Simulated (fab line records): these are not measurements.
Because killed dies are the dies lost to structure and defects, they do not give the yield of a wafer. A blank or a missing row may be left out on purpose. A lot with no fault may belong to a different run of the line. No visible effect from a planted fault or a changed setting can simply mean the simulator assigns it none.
The tool behind it: which one? | flow n5 finfet | route of 1938 steps, sampled at 1 step: 12 lots, 36 wafers

== WHAT EACH GAUGE READ, for each wafer ==
N5_ZERO_LAYER_INSPECT_20: inspects for defects (darkfield).
lot  | measured    | on                | raw defect count
L075 | day 1 19:24 | defect inspect-01 | 25 50 32
L077 | day 2 07:18 | defect inspect-01 | 46 20 27
L079 | day 2 19:24 | defect inspect-02 | 35 28 15
L081 | day 3 07:17 | defect inspect-01 | 13 33 17
L083 | day 3 19:23 | defect inspect-01 | 28 30 15
L085 | day 4 07:24 | defect inspect-01 | 25 14 27
L087 | day 4 20:28 | defect inspect-02 | 27 37 16
L089 | day 5 08:13 | defect inspect-01 | 23 13 36
L091 | day 5 19:33 | defect inspect-01 | 28 32 43
L093 | day 6 08:15 | defect inspect-01 | 37 22 30
L095 | day 6 19:31 | defect inspect-02 | 18 19 14
L097 | day 7 07:16 | defect inspect-02 | 36 53 64

== WHAT TOOL EACH LOT RAN ON (gives the tool, then ch and the chambers of the sampled wafers, and finally the start) ==
Record: no process step prior to these readings.

== THE ANSWER, worked out from the rows above alone ==
Rule: what is usual is taken from the lots themselves. Put in order of their means at a reading, lots are off if they are a third of the lots or fewer, leave a main group of 4 or more, and stand apart from it by a gap of 3 or more times the standard deviation of the main group's means; of several such gaps the widest counts. Not used: any main group whose means are identical at the precision the tables above print for the reading. A lot without any number at a reading at which 4 lots or more have one is off too. Any other lot the step has rows for is counted as sound.
Across all readings shown, no lot is off: no conclusion can be drawn from this.

== WHAT WAS PUT IN BY THE SIMULATOR ==
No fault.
